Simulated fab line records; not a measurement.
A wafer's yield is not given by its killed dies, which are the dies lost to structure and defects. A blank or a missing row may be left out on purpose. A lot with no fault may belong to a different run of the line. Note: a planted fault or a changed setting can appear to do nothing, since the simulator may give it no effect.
Code-filled problem report in 8D (eight disciplines) form :: flow n5_finfet :: the parts of the form that need people (team, actions taken, sign-off) are left out

== 1. THE ISSUE ==
cd_nm at N5_BEOL_M15_CD_MEAS_28 reads a mean of 417.3 nm on 4 wafers of 3 lots; wafers without a fault read 408.1 nm with a standard deviation of 1.6. That puts it +5.7 standard deviations away from the usual mean.
The step: target cd 407.6 nm.
First observed at day 15 21:57: wafer L895.3, on cd_sem-02. Wafers with a number at this step in the record: 31, from 11 lots. The rule behind "out" and "out of limits": a value lying over 4 standard deviations away from the usual mean. The rest of the wafers with a number are treated as sound.

== 2. WHAT IT IS AND WHAT IT IS NOT ==
question: which readings at this step
is: cd_nm
is not: -

question: which lots
is: L895, L897, L898
is not: L879, L880, L881, L882, L883, L885, L887, L901

question: which wafers of those lots
is: L895.3, L897.2, L897.3, L898.2
is not: L895.6, L898.1, L898.4

question: read on which gauges
is: cd_sem-02
is not: cd_sem-01, cd_sem-03

question: when
is: from day 15 21:57
is not: up to then (22 sound wafers); but 5 sound wafers of L898, L901 came after

== 3. SUSPECTS, AND WHAT RULES EACH OUT ==
Counting: if a tool at a process step up to the reading ran every lot that is out, it stays a suspect. Sound lots after the first of them don't rule it out here, since some wafers of a struck lot are sound.
- the gauge at N5_BEOL_M15_CD_MEAS_28: kept. All the wafers that are out were read on cd_sem-02, and no step on other tools shows them out.
- litho_track-05 at N5_BEOL_M15_PEB_26 (peb time 90 s): kept. It ran every lot that is out, first L895 (day 15 21:50); its last sound lot up to then is L887 (day 13 06:40).
The count leaves cd_sem-02 at N5_BEOL_M15_CD_MEAS_28 and litho_track-05 at N5_BEOL_M15_PEB_26.

== 4. THE CAUSE (what the simulator had put in) ==
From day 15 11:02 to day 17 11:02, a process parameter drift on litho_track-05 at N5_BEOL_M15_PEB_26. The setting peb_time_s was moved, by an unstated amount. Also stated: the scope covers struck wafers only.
This tool is one of the 2 suspects left after counting.

== 5. THE EFFECT CHAIN, in route order ==
Rows list readings where the struck wafers' mean (over those with a number) sits beyond 3 standard deviations from the usual. Only readings for which the record gives a usual standard deviation are gone through. hours: the time from each lot's start at the first step in this table that gives one to its start at this step, as a median over the lots. sigmas: the change in usual standard deviations.
hours: 0
step: N5_BEOL_M15_CD_MEAS_28
reading: cd_nm
usual: 408.1 nm
on struck wafers: 417.3
change: +9.2
sigmas: +5.7

== 6. HOW IT WOULD HAVE BEEN CAUGHT EARLIER ==
Counted from the fault's start at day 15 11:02, it took 11 hours until the first out-of-limits reading at a measuring or inspecting step in this record, taken at day 15 21:57.
An alarm limit of 4 standard deviations would not have fired on the tool readings at N5_BEOL_M15_PEB_26 for which the record gives a usual standard deviation, since none of them was out on any struck wafer.
L897, L898, from the lots that are out (3), started N5_BEOL_M15_PEB_26 on litho_track-05 later than day 15 21:57. A hold on the tool at that time would have spared those 2.
